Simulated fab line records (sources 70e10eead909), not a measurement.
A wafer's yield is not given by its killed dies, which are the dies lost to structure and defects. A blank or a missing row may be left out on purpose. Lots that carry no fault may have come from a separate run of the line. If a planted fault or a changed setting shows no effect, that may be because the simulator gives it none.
Matching of chambers / flow nand harc / NHARC_P_GATE_DESCUM_61 on rie diel-07 has 4 sister chambers
The step chemistry O2, time 3 s. 4 wafers are shown with their chamber, then 8 later ones without.

## EACH WAFER AND ITS CHAMBER
wafer=L779.3; chamber=0; drypump motor current A (A)=5.91
wafer=L790.5; chamber=2; drypump motor current A (A)=5.94
wafer=L790.6; chamber=1; drypump motor current A (A)=5.65
wafer=L792.4; chamber=3; drypump motor current A (A)=5.73

## WAFERS WITHOUT THEIR CHAMBER
wafer=L792.5; drypump motor current A (A)=5.65
wafer=L792.6; drypump motor current A (A)=5.97
wafer=L794.1; drypump motor current A (A)=5.72
wafer=L794.2; drypump motor current A (A)=5.67
wafer=L794.6; drypump motor current A (A)=5.71
wafer=L793.3; drypump motor current A (A)=5.98
wafer=L793.4; drypump motor current A (A)=5.94
wafer=L793.6; drypump motor current A (A)=5.71

## WHICH CHAMBER EACH WENT THROUGH
wafer=L792.5; from the rows above=1; in truth=1
wafer=L792.6; from the rows above=can't be placed: 2 or 0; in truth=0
wafer=L794.1; from the rows above=3; in truth=3
wafer=L794.2; from the rows above=can't be placed: 1 or 3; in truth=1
wafer=L794.6; from the rows above=can't be placed: 3 or 1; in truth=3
wafer=L793.3; from the rows above=can't be placed: 2 or 0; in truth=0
wafer=L793.4; from the rows above=can't be placed: 2 or 0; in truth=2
wafer=L793.6; from the rows above=can't be placed: 3 or 1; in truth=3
2 of 8 placed correctly. These rows do not allow placing 6 (true chamber among the candidates in 6). Wrongly placed: 0.
How it was worked out, from the rows above alone: a wafer's distance from a chamber is the root of the sum, over the readings, of the square of ((its reading less the chamber's mean) divided by the reading's scatter). The wafer belongs to the nearest chamber; if the next one is less than 2 further off, it can't be placed. Each chamber's mean is taken over the wafers shown for it. The scatter: root of mean squared gap, hidden wafer to nearest shown wafer, with one shown wafer a chamber.
